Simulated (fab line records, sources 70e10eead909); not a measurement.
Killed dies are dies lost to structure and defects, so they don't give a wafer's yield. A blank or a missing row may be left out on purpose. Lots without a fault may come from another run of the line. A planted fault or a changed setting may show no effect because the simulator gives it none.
Which tool did it? | flow nand_harc | 24 lots, 72 wafers sampled, at 6 steps of a route of 1302

WHAT THE GAUGES READ, wafer by wafer
NHARC_P_M1_OVL_MEAS_10: pitch 260 nm.
lot  | measured     | on         | overlay_x_nm (nm) | overlay_y_nm (nm)
L074 | day 6 09:49  | overlay-01 | 0.6 0.1 0.1       | 0.8 0.2 0.2
L076 | day 7 02:44  | overlay-02 | -0.6 -1.0 -0.8    | -0.6 -0.9 -0.9
L077 | day 7 11:56  | overlay-01 | -0.5 -0.3 -0.3    | -1.4 -1.4 -1.9
L078 | day 7 19:17  | overlay-02 | 0.2 1.0 0.5       | -0.1 0.1 0.0
L079 | day 8 05:55  | overlay-02 | 0.0 0.0 0.4       | -0.7 -1.0 -1.3
L075 | day 8 16:58  | overlay-02 | -0.9 -0.7 -0.9    | -0.7 -0.6 -1.0
L080 | day 8 19:59  | overlay-01 | -0.1 -0.5 -0.8    | 0.6 0.6 0.7
L081 | day 9 03:29  | overlay-02 | 0.7 -0.3 0.6      | 0.7 0.2 -0.2
L082 | day 9 10:48  | overlay-02 | -0.3 0.0 -0.1     | -0.3 0.1 -0.1
L083 | day 10 07:01 | overlay-01 | 0.9 1.0 1.1       | -0.3 0.3 0.7
L084 | day 10 09:04 | overlay-01 | 0.7 0.7 0.7       | 0.6 1.5 1.4
L085 | day 11 04:08 | overlay-01 | 1.6 0.8 0.3       | 0.2 0.2 0.7
L086 | day 11 08:55 | overlay-02 | -0.9 0.1 -0.5     | 0.0 0.1 -0.2
L087 | day 12 03:44 | overlay-02 | 1.3 1.3 0.9       | 0.2 0.2 0.8
L088 | day 12 04:31 | overlay-01 | 0.9 0.9 0.8       | -0.6 -0.9 -0.4
L090 | day 12 17:35 | overlay-02 | 1.6 1.4 1.4       | -0.9 -0.6 -0.6
L089 | day 12 18:32 | overlay-01 | 1.0 0.7 1.4       | 0.6 0.2 1.2
L091 | day 13 02:49 | overlay-02 | 1.8 1.8 1.5       | 0.1 0.3 -0.3
L092 | day 13 11:45 | overlay-01 | 1.0 0.7 1.2       | -0.1 -0.1 0.7
L093 | day 14 00:13 | overlay-02 | -0.3 -0.1 -0.5    | 0.4 0.0 0.6
L094 | day 14 14:14 | overlay-01 | -0.5 -0.4 -0.9    | 0.3 0.4 -0.1
L095 | day 15 00:33 | overlay-01 | 0.4 0.7 0.2       | -0.1 0.5 1.0
L096 | day 15 07:14 | overlay-02 | -1.9 -2.0 -1.4    | -0.3 0.0 -0.8
L097 | day 15 16:57 | overlay-01 | -0.1 0.7 0.2      | 0.0 0.0 0.1

NHARC_P_M1_INSPECT_11.
lot  | measured     | on                | raw_defect_count
L074 | day 6 09:52  | defect_inspect-02 | 4 3 3
L076 | day 7 02:46  | defect_inspect-02 | 4 3 3
L077 | day 7 11:58  | defect_inspect-02 | 2 3 1
L078 | day 7 19:19  | defect_inspect-02 | 2 3 2
L079 | day 8 05:57  | defect_inspect-02 | 4 2 1
L075 | day 8 17:01  | defect_inspect-01 | 2 2 6
L080 | day 8 20:02  | defect_inspect-01 | 4 2 0
L081 | day 9 03:32  | defect_inspect-01 | 5 4 4
L082 | day 9 10:50  | defect_inspect-01 | 7 3 0
L083 | day 10 07:03 | defect_inspect-02 | 3 8 8
L084 | day 10 09:07 | defect_inspect-01 | 5 7 3
L085 | day 11 04:11 | defect_inspect-02 | 7 6 7
L086 | day 11 08:57 | defect_inspect-01 | 2 1 4
L087 | day 12 03:47 | defect_inspect-02 | 8 7 9
L088 | day 12 04:33 | defect_inspect-02 | 1 1 2
L090 | day 12 17:38 | defect_inspect-01 | 7 4 12
L089 | day 12 18:34 | defect_inspect-02 | 7 3 2
L091 | day 13 02:51 | defect_inspect-02 | 7 2 4
L092 | day 13 11:47 | defect_inspect-02 | 3 9 14
L093 | day 14 00:16 | defect_inspect-01 | 4 3 2
L094 | day 14 14:18 | defect_inspect-02 | 3 4 1
L095 | day 15 00:35 | defect_inspect-01 | 4 1 0
L096 | day 15 07:17 | defect_inspect-01 | 0 6 2
L097 | day 15 16:59 | defect_inspect-02 | 2 4 1

NHARC_P_M1_INSPECT_27.
lot  | measured     | on                | raw_defect_count
L074 | day 6 12:33  | defect_inspect-01 | 519 326 411
L076 | day 7 05:24  | defect_inspect-01 | 306 252 464
L077 | day 7 14:36  | defect_inspect-01 | 156 344 193
L078 | day 7 22:01  | defect_inspect-02 | 447 357 242
L079 | day 8 08:37  | defect_inspect-02 | 370 463 669
L075 | day 8 19:40  | defect_inspect-01 | 331 274 320
L080 | day 8 22:49  | defect_inspect-02 | 177 185 305
L081 | day 9 06:10  | defect_inspect-01 | 387 224 231
L082 | day 9 13:28  | defect_inspect-02 | 207 152 142
L083 | day 10 09:42 | defect_inspect-02 | 180 230 209
L084 | day 10 11:46 | defect_inspect-02 | 235 280 209
L085 | day 11 06:53 | defect_inspect-02 | 280 406 291
L086 | day 11 11:35 | defect_inspect-02 | 176 104 331
L087 | day 12 06:28 | defect_inspect-01 | 268 240 279
L088 | day 12 07:13 | defect_inspect-02 | 233 224 514
L090 | day 12 20:18 | defect_inspect-02 | 212 204 326
L089 | day 12 21:13 | defect_inspect-01 | 430 402 299
L091 | day 13 05:37 | defect_inspect-01 | 294 407 230
L092 | day 13 14:57 | defect_inspect-02 | 277 322 277
L093 | day 14 02:55 | defect_inspect-01 | 296 345 239
L094 | day 14 17:02 | defect_inspect-02 | 286 645 401
L095 | day 15 03:31 | defect_inspect-01 | 364 185 196
L096 | day 15 10:16 | defect_inspect-01 | 239 399 361
L097 | day 15 19:37 | defect_inspect-01 | 253 276 208

WHICH TOOL RAN EACH LOT (tool, then ch and the chambers of the sampled wafers, then the start)
lot  | NHARC_P_CONTACT_CMP_24        | NHARC_P_M0_DESCUM_14               | NHARC_P_M0_DEP_32
L074 | cmp-03 ch 0,1, day 6 04:32    | rie_diel-13 ch 0,3, day 6 06:01    | pecvd-03 ch 0,1, day 6 08:38
L076 | cmp-03 ch 0,3, day 6 21:25    | rie_diel-12 ch 2,3, day 6 22:54    | pecvd-03 ch 0,2, day 7 01:31
L077 | cmp-03 ch 1,2, day 7 06:36    | rie_diel-12 ch 0,3, day 7 07:58    | pecvd-04 ch 0,1,2, day 7 10:36
L078 | cmp-01 ch 1,3, day 7 13:52    | rie_diel-12 ch 0,1,3, day 7 15:21  | pecvd-03 ch 0,2, day 7 17:59
L079 | cmp-01 ch 0,2,3, day 8 00:20  | rie_diel-12 ch 1,2,3, day 8 01:49  | pecvd-02 ch 0,1, day 8 04:35
L075 | cmp-03 ch 0,2,3, day 8 11:38  | rie_diel-13 ch 0,2,3, day 8 13:08  | pecvd-03 ch 0,1,2, day 8 15:46
L080 | cmp-01 ch 0,2, day 8 14:33    | rie_diel-13 ch 0,1,3, day 8 16:00  | pecvd-04 ch 0,1, day 8 18:44
L081 | cmp-04 ch 0,3, day 8 22:11    | rie_diel-13 ch 2,3, day 8 23:41    | pecvd-02 ch 0,2, day 9 02:18
L082 | cmp-04 ch 0,1,3, day 9 05:19  | rie_diel-06 ch 0,1,3, day 9 06:50  | pecvd-03 ch 1,2, day 9 09:30
L083 | cmp-01 ch 0,1,3, day 10 01:32 | rie_diel-13 ch 0,1,2, day 10 02:59 | pecvd-02 ch 0,1,2, day 10 05:41
L084 | cmp-01 ch 1,3, day 10 03:23   | rie_diel-13 ch 2,3, day 10 05:01   | pecvd-03 ch 0,1,2, day 10 07:44
L085 | cmp-03 ch 0,1,2, day 10 22:42 | rie_diel-13 ch 1,3, day 11 00:10   | pecvd-03 ch 0,1,2, day 11 02:49
L086 | cmp-01 ch 0,1,3, day 11 03:29 | rie_diel-13 ch 1,2, day 11 04:56   | pecvd-02 ch 0,1,2, day 11 07:34
L087 | cmp-03 ch 0,2, day 11 22:19   | rie_diel-13 ch 1,2, day 11 23:48   | pecvd-03 ch 0,2, day 12 02:28
L088 | cmp-01 ch 2,3, day 11 22:58   | rie_diel-13 ch 0,1,3, day 12 00:29 | pecvd-03 ch 0,1, day 12 03:15
L090 | cmp-03 ch 1,2, day 12 12:08   | rie_diel-12 ch 0,2, day 12 13:38   | pecvd-03 ch 0,2, day 12 16:16
L089 | cmp-01 ch 0,1, day 12 13:13   | rie_diel-13 ch 0,2, day 12 14:43   | pecvd-03 ch 0,2, day 12 17:23
L091 | cmp-03 ch 1,2, day 12 21:31   | rie_diel-13 ch 0,3, day 12 22:59   | pecvd-03 ch 0,1,2, day 13 01:38
L092 | cmp-01 ch 0,2,3, day 13 06:13 | rie_diel-06 ch 0,1,2, day 13 07:43 | pecvd-02 ch 0,2, day 13 10:28
L093 | cmp-01 ch 0,2,3, day 13 18:46 | rie_diel-13 ch 1,2,3, day 13 20:13 | pecvd-03 ch 0,1,2, day 13 22:50
L094 | cmp-04 ch 0,1,2, day 14 08:31 | rie_diel-13 ch 1,2, day 14 10:00   | pecvd-03 ch 0,1, day 14 12:46
L095 | cmp-04 ch 0,3, day 14 19:16   | rie_diel-13 ch 2,3, day 14 20:36   | pecvd-04 ch 0,1, day 14 23:13
L096 | cmp-04 ch 0,1,2, day 15 01:56 | rie_diel-06 ch 0,1,2, day 15 03:26 | pecvd-03 ch 0,2, day 15 06:05
L097 | cmp-01 ch 1,3, day 15 11:34   | rie_diel-06 ch 0,3, day 15 12:55   | pecvd-03 ch 0,2, day 15 15:46
- NHARC_P_CONTACT_CMP_24: polishes, t overpolish 30 s, target thk 200 nm.
- NHARC_P_M0_DESCUM_14: chemistry O2, time 3 s.
- NHARC_P_M0_DEP_32: deposits SiCN, target thk 30 nm.

WHAT THE TOOLS THEMSELVES READ (means of the sampled wafers that have a number; where no wafer has one, the mark that the record gives instead)
NHARC_P_CONTACT_CMP_24.
lot  | tool   | motor_current_A (A) | overpolish_run_s (s) | time_to_endpoint_s (s)
L074 | cmp-03 | 11.9                | 30.005               | 41.5
L076 | cmp-03 | 13.0                | 30.003               | 45.2
L077 | cmp-03 | 10.9                | 29.997               | 44.0
L078 | cmp-01 | 11.8                | 29.991               | 38.7
L079 | cmp-01 | 13.3                | 30.002               | 39.9
L075 | cmp-03 | 12.0                | 29.989               | 42.6
L080 | cmp-01 | 12.6                | 30.004               | 40.4
L081 | cmp-04 | 12.8                | 30.006               | 40.7
L082 | cmp-04 | 12.1                | 30.004               | 37.3
L083 | cmp-01 | 13.0                | 29.998               | 40.9
L084 | cmp-01 | 11.1                | 30.001               | 39.6
L085 | cmp-03 | 11.8                | 30.001               | 39.5
L086 | cmp-01 | 12.9                | 29.992               | 41.3
L087 | cmp-03 | 11.7                | 30.008               | 42.3
L088 | cmp-01 | 10.7                | 29.997               | 43.7
L090 | cmp-03 | 10.6                | 29.999               | 40.7
L089 | cmp-01 | 12.7                | 30.003               | 42.0
L091 | cmp-03 | 11.1                | 30.001               | 39.1
L092 | cmp-01 | 13.3                | 29.994               | 38.0
L093 | cmp-01 | 13.0                | 30.006               | 39.3
L094 | cmp-04 | 12.4                | 30.004               | 36.9
L095 | cmp-04 | 12.8                | 30.005               | 36.3
L096 | cmp-04 | 12.1                | 30.006               | 39.2
L097 | cmp-01 | 11.1                | 29.996               | 39.1

NHARC_P_M0_DESCUM_14.
lot  | tool        | drypump_motor_current_A (A) | oes_product_au (a.u.) | rf_vpp_V (V) | showerhead_plenum_p_Torr (Torr) | throttle_valve_pct (%)
L074 | rie_diel-13 | 5.3                         | 0.996                 | 57.6         | 1.92                            | 11.323
L076 | rie_diel-12 | 5.7                         | 1.008                 | 57.3         | 1.80                            | 11.301
L077 | rie_diel-12 | 6.2                         | 1.003                 | 58.1         | 1.92                            | 11.322
L078 | rie_diel-12 | 6.2                         | 1.009                 | 57.7         | 1.87                            | 11.311
L079 | rie_diel-12 | 5.9                         | 1.002                 | 57.1         | 1.81                            | 11.311
L075 | rie_diel-13 | 5.2                         | 0.998                 | 57.4         | 1.88                            | 11.304
L080 | rie_diel-13 | 5.5                         | 0.995                 | 57.8         | 1.94                            | 11.321
L081 | rie_diel-13 | 5.3                         | 0.995                 | 56.9         | 1.86                            | 11.309
L082 | rie_diel-06 | 5.3                         | 1.001                 | 58.7         | 1.91                            | 11.320
L083 | rie_diel-13 | 5.3                         | 1.000                 | 57.2         | 1.91                            | 11.319
L084 | rie_diel-13 | 5.1                         | 1.004                 | 57.0         | 1.83                            | 11.308
L085 | rie_diel-13 | 5.6                         | 1.001                 | 58.7         | 1.95                            | 11.315
L086 | rie_diel-13 | 5.2                         | 1.014                 | 58.0         | 1.87                            | 11.311
L087 | rie_diel-13 | 5.2                         | 1.016                 | 58.0         | 1.87                            | 11.308
L088 | rie_diel-13 | 5.5                         | 0.996                 | 58.1         | 1.93                            | 11.310
L090 | rie_diel-12 | 5.7                         | 1.003                 | 57.9         | 1.87                            | 11.312
L089 | rie_diel-13 | 5.0                         | 1.002                 | 57.4         | 1.85                            | 11.305
L091 | rie_diel-13 | 5.3                         | 0.992                 | 58.8         | 1.91                            | 11.302
L092 | rie_diel-06 | 5.2                         | 0.999                 | 58.1         | 1.93                            | 11.309
L093 | rie_diel-13 | 5.4                         | 1.007                 | 57.6         | 1.88                            | 11.308
L094 | rie_diel-13 | 5.2                         | 1.002                 | 57.2         | 1.86                            | 11.312
L095 | rie_diel-13 | 5.1                         | 0.999                 | 56.5         | 1.82                            | 11.307
L096 | rie_diel-06 | 5.2                         | 1.002                 | 58.0         | 1.92                            | 11.307
L097 | rie_diel-06 | 5.4                         | 1.001                 | 57.6         | 1.81                            | 11.301

NHARC_P_M0_DEP_32.
lot  | tool     | heater_power_w (W) | rf_fwd_power_W (W) | susceptor_temp_C (C)
L074 | pecvd-03 | 547                | 450.1              | 370.18
L076 | pecvd-03 | 544                | 448.7              | 370.02
L077 | pecvd-04 | 527                | 449.1              | 369.90
L078 | pecvd-03 | 527                | 448.7              | 369.93
L079 | pecvd-02 | 571                | 448.6              | 369.82
L075 | pecvd-03 | 523                | 449.3              | 370.11
L080 | pecvd-04 | 499                | 449.1              | 369.76
L081 | pecvd-02 | 572                | 448.8              | 370.04
L082 | pecvd-03 | 470                | 449.6              | 369.97
L083 | pecvd-02 | 563                | 449.3              | 370.24
L084 | pecvd-03 | 561                | 448.4              | 370.02
L085 | pecvd-03 | 550                | 449.5              | 369.80
L086 | pecvd-02 | 647                | 448.8              | 370.04
L087 | pecvd-03 | 520                | 450.1              | 369.92
L088 | pecvd-03 | 593                | 449.1              | 369.76
L090 | pecvd-03 | 479                | 449.6              | 370.09
L089 | pecvd-03 | 498                | 448.8              | 370.23
L091 | pecvd-03 | 536                | 448.1              | 369.88
L092 | pecvd-02 | 609                | 448.1              | 369.87
L093 | pecvd-03 | 539                | 448.3              | 370.13
L094 | pecvd-03 | 548                | 448.8              | 369.76
L095 | pecvd-04 | 581                | 449.5              | 370.15
L096 | pecvd-03 | 514                | 449.2              | 370.02
L097 | pecvd-03 | 477                | 449.5              | 370.03

THE ANSWER, worked out from the rows above alone
Rule: what is usual is taken from the lots themselves. Put in order of their means at a reading, lots are off if they are a third of the lots or fewer, leave a main group of 4 or more, and stand apart from it by a gap of 3 or more times the standard deviation of the main group's means; of several such gaps the widest counts. A main group whose means are all the same, to the digits that the tables above print for the reading, isn't used. A lot without any number at a reading at which 4 lots or more have one is off too. The other lots that the step has rows for count as sound. The gauges are gone through in route order, then the tools' own readings, and for those a lot's mean is taken as printed above. The first step at which some lot is off is used, and at that step the reading that is off furthest; a lot without a number counts as furthest.
No lot is off at any reading shown: from this, nothing can be told.

WHAT THE SIMULATOR HAD PUT IN
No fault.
